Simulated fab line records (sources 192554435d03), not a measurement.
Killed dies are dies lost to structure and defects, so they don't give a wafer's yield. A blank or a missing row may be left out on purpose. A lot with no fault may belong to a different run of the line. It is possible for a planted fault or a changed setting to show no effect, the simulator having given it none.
fab line records	flow n5-finfet
record: lots: 24	wafers: 72	last-day: 18
route steps=1938 shown BEOL_M1@816 BEOL_M2@842
lots untouched by any fault: they come from a run of this same line in which no faults occurred
start-h: hours from the record's first day to the start of the lot's first wafer shown	wait-h: hours elapsed since this lot's preceding step	" same as the row above	L1.1+2: a row that stands for several wafers	- either no value or no given start	* or withheld: withheld	< > ~ a bound
route shown NAME@n: names a module that has steps shown in the file, with the first one's number in the route	usual: mean/standard deviation taken from wafers without a fault	same: alike in all rows	chamber/n: place in a boat	sites: readings site by site	_std_site: the standard deviation of these	_edge_site: inner sites' mean taken away from outer sites' mean	radius-mm: for every site, how far away it sits from the centre of the wafer	mask NAME#n: copy n	behind: the most recent tool/chamber to have shaped the wafer	hold: why the lot went on hold/how many hours it stayed there/how the hold came to an end	device: names the non-switching transistor (n, p or np)	end of line: tests of these same wafers at the route's end	a step with no rows: only its recipe	killed: at the first sort, the dies lost to defects and structure; wafer yield is something else	map: a wafer's dies, x killed, . not, _ none there
set.NAME: the setting that was run; set.NAME@STEP: the one run at that earlier step	model.NAME: the simulator's own value behind a step, which no gauge read
route steps across a sampled set of lots; one table per step, one row per wafer
services: when a tool's chamber went out of use (start-h, in hours from the record's first day, below 0 if earlier), for how many hours, and the reason
== steps ==
step: N5_BEOL_M1_SPUTTER_79
recipe: material: Cu	target-thk-a: 45	temp-c: -20	chamber-pressure-pa: 0.07	power-w: withheld	time-s: 8.29
usual: throttle-valve-pct: 30.0/1.1
lot.wafer	tool	chamber	start-h	wait-h	throttle-valve-pct
L076.1	pvd-sputter-01	-	147.54	0.1	30.8
L076.3	"	-	"	"	29.4
L076.6	"	-	"	"	30.6
L075.2	pvd-sputter-01	-	150.38	0.1	31.8
L075.4	"	-	"	"	30.9
L075.6	"	-	"	"	30.7
L077.1	pvd-sputter-02	-	152.79	0.1	29.0
L077.3	"	-	"	"	30.3
L077.6	"	-	"	"	28.7
L078.3	pvd-sputter-01	-	168.66	0.1	30.7
L078.4	"	-	"	"	29.1
L078.5	"	-	"	"	30.7
L079.3	pvd-sputter-03	-	169.77	0.1	28.6
L079.4	"	-	"	"	28.8
L079.6	"	-	"	"	30.4
L074.1	pvd-sputter-01	-	171.38	0.1	31.6
L074.5	"	-	"	"	31.0
L074.6	"	-	"	"	30.3
L080.1	pvd-sputter-01	-	174.08	0.1	30.9
L080.3	"	-	"	"	29.3
L080.6	"	-	"	"	31.9
L081.2	pvd-sputter-02	-	174.63	0.1	28.3
L081.3	"	-	"	"	29.0
L081.5	"	-	"	"	29.0
L082.1	pvd-sputter-03	-	179.34	0.1	29.8
L082.2	"	-	"	"	28.6
L082.4	"	-	"	"	30.5
L083.1	pvd-sputter-01	-	183.85	0.1	29.4
L083.2	"	-	"	"	31.7
L083.4	"	-	"	"	30.6
L084.1	pvd-sputter-02	-	187.72	0.1	29.1
L084.2	"	-	"	"	29.8
L084.6	"	-	"	"	30.0
L085.2	pvd-sputter-02	-	190.77	0.1	29.6
L085.3	"	-	"	"	28.7
L085.6	"	-	"	"	28.3
L086.1	pvd-sputter-01	-	208.24	0.1	30.8
L086.3	"	-	"	"	29.5
L086.6	"	-	"	"	30.7
L087.1	pvd-sputter-02	-	216.91	0.1	29.2
L087.3	"	-	"	"	29.0
L087.6	"	-	"	"	29.1
L088.2	pvd-sputter-01	-	217.02	0.1	31.7
L088.3	"	-	"	"	30.4
L088.5	"	-	"	"	29.5
L090.1	pvd-sputter-03	-	229.67	0.1	28.6
L090.4	"	-	"	"	30.3
L090.5	"	-	"	"	30.3
L089.2	pvd-sputter-01	-	229.79	0.1	31.8
L089.3	"	-	"	"	29.3
L089.4	"	-	"	"	30.9
L092.3	pvd-sputter-02	-	236.30	0.1	29.9
L092.4	"	-	"	"	28.0
L092.6	"	-	"	"	29.0
L091.3	pvd-sputter-03	-	240.05	0.1	29.5
L091.5	"	-	"	"	30.3
L091.6	"	-	"	"	30.4
L093.1	pvd-sputter-02	-	261.83	0.1	30.0
L093.2	"	-	"	"	28.8
L093.4	"	-	"	"	28.0
L094.1	pvd-sputter-01	-	264.49	0.1	29.4
L094.2	"	-	"	"	31.6
L094.5	"	-	"	"	29.4
L095.2	pvd-sputter-02	-	265.37	0.1	28.6
L095.3	"	-	"	"	28.2
L095.4	"	-	"	"	30.1
L096.2	pvd-sputter-01	-	268.67	0.1	30.8
L096.3	"	-	"	"	29.4
L096.4	"	-	"	"	30.6
L097.2	pvd-sputter-01	-	274.69	0.1	29.2
L097.4	"	-	"	"	30.5
L097.5	"	-	"	"	31.7
step: N5_BEOL_M1_ANNEAL_87
recipe: temp-c: 400	time-s: 240	ambient: vacuum
usual: heater-power-w: 799/67
lot.wafer	tool	chamber	start-h	wait-h	heater-power-w
L076.1	pvd-sputter-01	-	148.06	0.0	826
L076.3	"	-	"	"	799
L076.6	"	-	"	"	770
L075.2	pvd-sputter-01	-	150.90	0.0	792
L075.4	"	-	"	"	787
L075.6	"	-	"	"	837
L077.1	pvd-sputter-02	-	153.31	0.0	733
L077.3	"	-	"	"	731
L077.6	"	-	"	"	961
L078.3	pvd-sputter-01	-	169.18	0.0	830
L078.4	"	-	"	"	789
L078.5	"	-	"	"	844
L079.3	pvd-sputter-03	-	170.29	0.0	803
L079.4	"	-	"	"	792
L079.6	"	-	"	"	696
L074.1	pvd-sputter-01	-	171.90	0.0	823
L074.5	"	-	"	"	759
L074.6	"	-	"	"	827
L080.1	pvd-sputter-01	-	174.60	0.0	796
L080.3	"	-	"	"	792
L080.6	"	-	"	"	798
L081.2	pvd-sputter-02	-	175.15	0.0	897
L081.3	"	-	"	"	738
L081.5	"	-	"	"	735
L082.1	pvd-sputter-03	-	179.86	0.0	785
L082.2	"	-	"	"	810
L082.4	"	-	"	"	720
L083.1	pvd-sputter-01	-	184.37	0.0	793
L083.2	"	-	"	"	793
L083.4	"	-	"	"	832
L084.1	pvd-sputter-02	-	188.24	0.0	725
L084.2	"	-	"	"	726
L084.6	"	-	"	"	730
L085.2	pvd-sputter-02	-	191.29	0.0	732
L085.3	"	-	"	"	956
L085.6	"	-	"	"	916
L086.1	pvd-sputter-01	-	208.76	0.0	839
L086.3	"	-	"	"	804
L086.6	"	-	"	"	793
L087.1	pvd-sputter-02	-	217.43	0.0	927
L087.3	"	-	"	"	740
L087.6	"	-	"	"	728
L088.2	pvd-sputter-01	-	217.54	0.0	797
L088.3	"	-	"	"	826
L088.5	"	-	"	"	812
L090.1	pvd-sputter-03	-	230.19	0.0	797
L090.4	"	-	"	"	713
L090.5	"	-	"	"	705
L089.2	pvd-sputter-01	-	230.31	0.0	819
L089.3	"	-	"	"	794
L089.4	"	-	"	"	783
L092.3	pvd-sputter-02	-	236.82	0.0	736
L092.4	"	-	"	"	896
L092.6	"	-	"	"	721
L091.3	pvd-sputter-03	-	240.57	0.0	778
L091.5	"	-	"	"	742
L091.6	"	-	"	"	715
L093.1	pvd-sputter-02	-	262.35	0.0	733
L093.2	"	-	"	"	933
L093.4	"	-	"	"	929
L094.1	pvd-sputter-01	-	265.01	0.0	794
L094.2	"	-	"	"	798
L094.5	"	-	"	"	799
L095.2	pvd-sputter-02	-	265.89	0.0	951
L095.3	"	-	"	"	912
L095.4	"	-	"	"	731
L096.2	pvd-sputter-01	-	269.19	0.0	836
L096.3	"	-	"	"	802
L096.4	"	-	"	"	769
L097.2	pvd-sputter-01	-	275.21	0.0	780
L097.4	"	-	"	"	849
L097.5	"	-	"	"	796
step: N5_BEOL_M1_SPUTTER_94
recipe: material: Cu	target-thk-a: 45	temp-c: -20	chamber-pressure-pa: 0.07	power-w: withheld	time-s: 8.29
usual: throttle-valve-pct: 30.0/1
lot.wafer	tool	chamber	start-h	wait-h	throttle-valve-pct
L076.1	pvd-sputter-01	-	148.86	0.1	30.4
L076.3	"	-	"	"	29.3
L076.6	"	-	"	"	30.8
L075.2	pvd-sputter-01	-	151.70	0.1	31.8
L075.4	"	-	"	"	30.6
L075.6	"	-	"	"	30.7
L077.1	pvd-sputter-02	-	154.11	0.1	29.0
L077.3	"	-	"	"	29.6
L077.6	"	-	"	"	28.9
L078.3	pvd-sputter-01	-	169.98	0.1	30.6
L078.4	"	-	"	"	29.3
L078.5	"	-	"	"	30.6
L079.3	pvd-sputter-03	-	171.09	0.1	28.7
L079.4	"	-	"	"	28.8
L079.6	"	-	"	"	30.0
L074.1	pvd-sputter-01	-	172.70	0.1	31.5
L074.5	"	-	"	"	30.6
L074.6	"	-	"	"	30.6
L080.1	pvd-sputter-01	-	175.40	0.1	31.0
L080.3	"	-	"	"	29.3
L080.6	"	-	"	"	31.6
L081.2	pvd-sputter-02	-	175.95	0.1	27.8
L081.3	"	-	"	"	29.1
L081.5	"	-	"	"	29.3
L082.1	pvd-sputter-03	-	180.66	0.1	29.9
L082.2	"	-	"	"	28.6
L082.4	"	-	"	"	30.4
L083.1	pvd-sputter-01	-	185.17	0.1	29.4
L083.2	"	-	"	"	31.8
L083.4	"	-	"	"	30.7
L084.1	pvd-sputter-02	-	189.04	0.1	29.0
L084.2	"	-	"	"	30.1
L084.6	"	-	"	"	29.8
L085.2	pvd-sputter-02	-	192.09	0.1	29.8
L085.3	"	-	"	"	29.1
L085.6	"	-	"	"	28.2
L086.1	pvd-sputter-01	-	209.56	0.1	30.7
L086.3	"	-	"	"	29.3
L086.6	"	-	"	"	30.7
L087.1	pvd-sputter-02	-	218.23	0.1	28.9
L087.3	"	-	"	"	29.2
L087.6	"	-	"	"	29.4
L088.2	pvd-sputter-01	-	218.34	0.1	31.7
L088.3	"	-	"	"	30.8
L088.5	"	-	"	"	29.2
L090.1	pvd-sputter-03	-	230.99	0.1	28.7
L090.4	"	-	"	"	30.3
L090.5	"	-	"	"	29.9
L089.2	pvd-sputter-01	-	231.11	0.1	31.9
L089.3	"	-	"	"	29.4
L089.4	"	-	"	"	30.7
L092.3	pvd-sputter-02	-	237.62	0.1	30.3
L092.4	"	-	"	"	28.2
L092.6	"	-	"	"	29.1
L091.3	pvd-sputter-03	-	241.37	0.1	29.5
L091.5	"	-	"	"	30.1
L091.6	"	-	"	"	30.4
L093.1	pvd-sputter-02	-	263.15	0.1	29.9
L093.2	"	-	"	"	29.2
L093.4	"	-	"	"	28.3
L094.1	pvd-sputter-01	-	265.81	0.1	29.4
L094.2	"	-	"	"	32.0
L094.5	"	-	"	"	29.3
L095.2	pvd-sputter-02	-	266.69	0.1	28.9
L095.3	"	-	"	"	28.3
L095.4	"	-	"	"	30.1
L096.2	pvd-sputter-01	-	269.99	0.1	30.6
L096.3	"	-	"	"	29.3
L096.4	"	-	"	"	30.9
L097.2	pvd-sputter-01	-	276.01	0.1	29.3
L097.4	"	-	"	"	30.4
L097.5	"	-	"	"	31.7
step: N5_BEOL_M1_SPUTTER_96
recipe: material: Cu	target-thk-a: 45	temp-c: -20	chamber-pressure-pa: 0.07	power-w: withheld	time-s: 8.29
usual: throttle-valve-pct: 30.0/1
lot.wafer	tool	chamber	start-h	wait-h	throttle-valve-pct
L076.1	pvd-sputter-01	-	149.08	0.1	30.6
L076.3	"	-	"	"	29.3
L076.6	"	-	"	"	30.6
L075.2	pvd-sputter-01	-	151.92	0.1	31.9
L075.4	"	-	"	"	30.6
L075.6	"	-	"	"	30.6
L077.1	pvd-sputter-02	-	154.33	0.1	29.2
L077.3	"	-	"	"	29.9
L077.6	"	-	"	"	28.9
L078.3	pvd-sputter-01	-	170.20	0.1	30.4
L078.4	"	-	"	"	29.5
L078.5	"	-	"	"	30.6
L079.3	pvd-sputter-03	-	171.31	0.1	28.8
L079.4	"	-	"	"	28.6
L079.6	"	-	"	"	30.6
L074.1	pvd-sputter-01	-	172.92	0.1	31.5
L074.5	"	-	"	"	30.7
L074.6	"	-	"	"	30.7
L080.1	pvd-sputter-01	-	175.62	0.1	30.9
L080.3	"	-	"	"	29.2
L080.6	"	-	"	"	31.6
L081.2	pvd-sputter-02	-	179.43	0.1	28.1
L081.3	"	-	"	"	29.2
L081.5	"	-	"	"	29.0
L082.1	pvd-sputter-03	-	180.88	0.1	29.4
L082.2	"	-	"	"	28.8
L082.4	"	-	"	"	30.4
L083.1	pvd-sputter-01	-	185.39	0.1	29.3
L083.2	"	-	"	"	31.7
L083.4	"	-	"	"	30.5
L084.1	pvd-sputter-02	-	189.26	0.1	29.0
L084.2	"	-	"	"	29.7
L084.6	"	-	"	"	29.6
L085.2	pvd-sputter-02	-	192.31	0.1	30.0
L085.3	"	-	"	"	28.8
L085.6	"	-	"	"	28.0
L086.1	pvd-sputter-01	-	209.78	0.1	30.6
L086.3	"	-	"	"	29.3
L086.6	"	-	"	"	30.8
L087.1	pvd-sputter-02	-	218.45	0.1	28.9
L087.3	"	-	"	"	29.1
L087.6	"	-	"	"	29.2
L088.2	pvd-sputter-01	-	218.56	0.1	31.8
L088.3	"	-	"	"	30.9
L088.5	"	-	"	"	29.4
L090.1	pvd-sputter-03	-	231.21	0.1	29.0
L090.4	"	-	"	"	30.6
L090.5	"	-	"	"	30.2
L089.2	pvd-sputter-01	-	231.33	0.1	31.9
L089.3	"	-	"	"	29.5
L089.4	"	-	"	"	30.7
L092.3	pvd-sputter-02	-	237.84	0.1	29.9
L092.4	"	-	"	"	28.1
L092.6	"	-	"	"	28.9
L091.3	pvd-sputter-03	-	241.59	0.1	29.6
L091.5	"	-	"	"	30.3
L091.6	"	-	"	"	30.4
L093.1	pvd-sputter-02	-	263.37	0.1	29.8
L093.2	"	-	"	"	28.9
L093.4	"	-	"	"	28.1
L094.1	pvd-sputter-01	-	266.03	0.1	29.6
L094.2	"	-	"	"	31.6
L094.5	"	-	"	"	29.0
L095.2	pvd-sputter-02	-	266.91	0.1	28.9
L095.3	"	-	"	"	28.2
L095.4	"	-	"	"	30.2
L096.2	pvd-sputter-01	-	270.21	0.1	30.7
L096.3	"	-	"	"	29.1
L096.4	"	-	"	"	30.8
L097.2	pvd-sputter-01	-	276.23	0.1	29.1
L097.4	"	-	"	"	30.7
L097.5	"	-	"	"	31.7
step: N5_BEOL_M1_PRE_CLEAN_60
recipe: gas: NH3/H2	time-s: 15	temp-c: *	rf-power-w: 300
usual: heater-power-w: 96/16
lot.wafer	tool	chamber	start-h	wait-h	heater-power-w	since-wet-clean-h
L076.1	cvd-co-01	0	150.23	0.0	90	910
L076.3	"	2	"	"	94	451
L076.6	"	2	"	"	93	-
L075.2	cvd-co-02	2	152.95	0.0	59	234
L075.4	"	2	"	"	58	-
L075.6	"	0	"	"	97	-
L077.1	cvd-co-02	2	155.16	0.0	59	237
L077.3	"	0	"	"	94	696
L077.6	"	2	"	"	58	-
L078.3	cvd-co-01	0	171.03	0.0	93	931
L078.4	"	2	"	"	93	-
L078.5	"	0	"	"	93	-
L079.3	cvd-co-01	2	172.15	0.0	93	473
L079.4	"	0	"	"	92	-
L079.6	"	1	"	"	116	-
L074.1	cvd-co-01	2	173.91	0.0	90	475
L074.5	"	1	"	"	112	-
L074.6	"	0	"	"	92	-
L080.1	cvd-co-01	2	176.62	0.0	90	477
L080.3	"	1	"	"	111	40
L080.6	"	0	"	"	92	-
L081.2	cvd-co-01	0	180.27	0.0	95	940
L081.3	"	2	"	"	94	481
L081.5	"	2	"	"	94	-
L082.1	cvd-co-01	1	181.82	0.1	114	45
L082.2	"	2	"	"	91	482
L082.4	"	0	"	"	93	-
L083.1	cvd-co-02	2	186.73	0.0	57	268
L083.2	"	0	"	"	96	728
L083.4	"	1	"	"	109	-
L084.1	cvd-co-02	2	190.17	0.0	60	272
L084.2	"	1	"	"	111	1169
L084.6	"	1	"	"	111	-
L085.2	cvd-co-02	2	193.13	0.0	59	274
L085.3	"	1	"	"	110	1172
L085.6	"	2	"	"	58	-
L086.1	cvd-co-01	0	210.60	0.0	91	971
L086.3	"	1	"	"	113	74
L086.6	"	2	"	"	94	-
L087.1	cvd-co-01	1	219.27	0.0	114	83
L087.3	"	2	"	"	92	520
L087.6	"	2	"	"	95	-
L088.2	cvd-co-01	0	219.59	0.0	94	980
L088.3	"	2	"	"	93	520
L088.5	"	0	"	"	93	-
L090.1	cvd-co-02	2	232.21	0.0	58	314
L090.4	"	1	"	"	112	-
L090.5	"	0	"	"	98	-
L089.2	cvd-co-01	1	232.39	0.1	116	96
L089.3	"	0	"	"	95	992
L089.4	"	0	"	"	94	-
L092.3	cvd-co-01	2	238.66	0.0	94	539
L092.4	"	0	"	"	92	-
L092.6	"	2	"	"	92	-
L091.3	cvd-co-01	2	242.53	0.1	95	543
L091.5	"	0	"	"	92	-
L091.6	"	1	"	"	113	-
L093.1	cvd-co-01	0	264.20	0.0	93	1024
L093.2	"	1	"	"	113	128
L093.4	"	1	"	"	113	-
L094.1	cvd-co-02	2	266.86	0.0	58	348
L094.2	"	0	"	"	96	808
L094.5	"	1	"	"	109	-
L095.2	cvd-co-01	1	267.74	0.0	117	131
L095.3	"	2	"	"	97	568
L095.4	"	1	"	"	116	-
L096.2	cvd-co-01	2	271.03	0.0	92	572
L096.3	"	1	"	"	116	134
L096.4	"	0	"	"	94	-
L097.2	cvd-co-02	2	277.32	0.0	58	359
L097.4	"	2	"	"	59	-
L097.5	"	1	"	"	113	-
step: N5_BEOL_M2_THK_MEAS_01
recipe: reads: SiOC_of_BEOL_M2_ILD_DEP_00
usual: M2_ILD_THK: 79.0/0.96
lot.wafer	tool	chamber	start-h	wait-h	M2_ILD_THK[nm]
L076.1	film-metro-02	-	150.58	0.0	76.8
L076.3	"	-	"	"	77.9
L076.6	"	-	"	"	78.8
L075.2	film-metro-02	-	153.52	0.1	78.5
L075.4	"	-	"	"	80.3
L075.6	"	-	"	"	79.5
L077.1	film-metro-02	-	155.51	0.0	78.6
L077.3	"	-	"	"	78.1
L077.6	"	-	"	"	79.4
L078.3	film-metro-01	-	171.38	0.1	79.1
L078.4	"	-	"	"	78.6
L078.5	"	-	"	"	79.0
L079.3	film-metro-02	-	172.53	0.1	77.8
L079.4	"	-	"	"	79.0
L079.6	"	-	"	"	79.5
L074.1	film-metro-01	-	174.28	0.1	78.9
L074.5	"	-	"	"	80.0
L074.6	"	-	"	"	79.8
L080.1	film-metro-01	-	176.99	0.0	78.3
L080.3	"	-	"	"	77.7
L080.6	"	-	"	"	79.6
L081.2	film-metro-02	-	180.62	0.1	78.6
L081.3	"	-	"	"	77.5
L081.5	"	-	"	"	79.5
L082.1	film-metro-01	-	182.17	0.0	77.7
L082.2	"	-	"	"	79.1
L082.4	"	-	"	"	80.1
L083.1	film-metro-02	-	187.08	0.0	77.6
L083.2	"	-	"	"	78.5
L083.4	"	-	"	"	79.8
L084.1	film-metro-02	-	190.55	0.0	77.5
L084.2	"	-	"	"	78.7
L084.6	"	-	"	"	79.5
L085.2	film-metro-01	-	193.48	0.1	78.6
L085.3	"	-	"	"	79.0
L085.6	"	-	"	"	80.3
L086.1	film-metro-01	-	210.96	0.0	77.5
L086.3	"	-	"	"	77.9
L086.6	"	-	"	"	79.8
L087.1	film-metro-01	-	219.62	0.0	78.3
L087.3	"	-	"	"	78.3
L087.6	"	-	"	"	79.2
L088.2	film-metro-02	-	219.94	0.1	78.8
L088.3	"	-	"	"	79.2
L088.5	"	-	"	"	80.6
L090.1	film-metro-02	-	232.57	0.0	79.9
L090.4	"	-	"	"	79.3
L090.5	"	-	"	"	80.5
L089.2	film-metro-01	-	232.75	0.1	78.0
L089.3	"	-	"	"	78.1
L089.4	"	-	"	"	78.7
L092.3	film-metro-02	-	239.02	0.1	77.4
L092.4	"	-	"	"	79.1
L092.6	"	-	"	"	79.0
L091.3	film-metro-01	-	242.93	0.1	79.5
L091.5	"	-	"	"	80.0
L091.6	"	-	"	"	80.3
L093.1	film-metro-01	-	264.55	0.0	78.6
L093.2	"	-	"	"	79.4
L093.4	"	-	"	"	80.9
L094.1	film-metro-01	-	267.22	0.0	77.9
L094.2	"	-	"	"	77.9
L094.5	"	-	"	"	79.8
L095.2	film-metro-02	-	268.11	0.1	78.7
L095.3	"	-	"	"	77.6
L095.4	"	-	"	"	79.1
L096.2	film-metro-01	-	271.39	0.1	78.7
L096.3	"	-	"	"	79.4
L096.4	"	-	"	"	80.5
L097.2	film-metro-02	-	277.68	0.1	77.5
L097.4	"	-	"	"	79.5
L097.5	"	-	"	"	79.4
== services ==
tool	chamber	start-h	hours	kind
pvd-sputter-02	-	134.88	1.1	repair
cvd-co-02	-	185.55	0.8	repair
cvd-co-01	0	196.13	2.6	repair
cvd-co-01	-	197.12	0.5	repair
cvd-co-02	-	198.07	14.6	pm
== key ==
fault none
